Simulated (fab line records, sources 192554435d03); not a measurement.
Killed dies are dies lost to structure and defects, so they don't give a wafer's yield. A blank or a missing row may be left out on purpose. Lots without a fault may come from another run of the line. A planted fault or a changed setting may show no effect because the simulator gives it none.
Chamber matching | flow n5_finfet | N5_BEOL_M2_ALD_84 on ald_metal-04: 4 sister chambers
The step deposits TaN, pulse time 2 s, purge time 3 s, co reactant purge time 2 s. 8 wafers are shown with their chamber, then 9 later ones without.

WAFERS WITH THEIR CHAMBER
wafer  | chamber | heater_power_w (W) | heater_power_outer_w (W)
L079.4 | 2       | 464                | 239
L080.1 | 2       | 468                | 248
L080.4 | 0       | 406                | 206
L086.4 | 3       | 407                | 224
L086.6 | 1       | 425                | 241
L088.2 | 0       | 402                | 209
L088.4 | 3       | 418                | 223
L088.6 | 1       | 416                | 243

WAFERS WITHOUT THEIR CHAMBER
wafer  | heater_power_w (W) | heater_power_outer_w (W)
L089.1 | 469                | 247
L089.3 | 415                | 224
L089.6 | 426                | 244
L091.3 | 406                | 216
L091.4 | 452                | 241
L091.6 | 465                | 240
L095.1 | 415                | 225
L095.2 | 422                | 249
L095.3 | 461                | 238

WHICH CHAMBER EACH WENT THROUGH
wafer  | from the rows above     | in truth
L089.1 | 2                       | 2
L089.3 | 3                       | 3
L089.6 | 1                       | 1
L091.3 | can't be placed: 3 or 0 | 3
L091.4 | 2                       | 2
L091.6 | 2                       | 2
L095.1 | 3                       | 3
L095.2 | 1                       | 1
L095.3 | 2                       | 2
Placed correctly: 8 of 9. Can't be placed from these rows: 1 (the true chamber is among the candidates in 1). Placed wrongly: 0.
How it was worked out, from the rows above alone: a wafer's distance from a chamber is the root of the sum, over the readings, of the square of ((its reading less the chamber's mean) divided by the reading's scatter). The wafer belongs to the nearest chamber; if the next one is less than 2 further off, it can't be placed. A chamber's mean is the mean of its shown wafers. The scatter: the root of (the sum of the squares of (reading less its chamber's mean) over the shown wafers, divided by (wafers less chambers)).
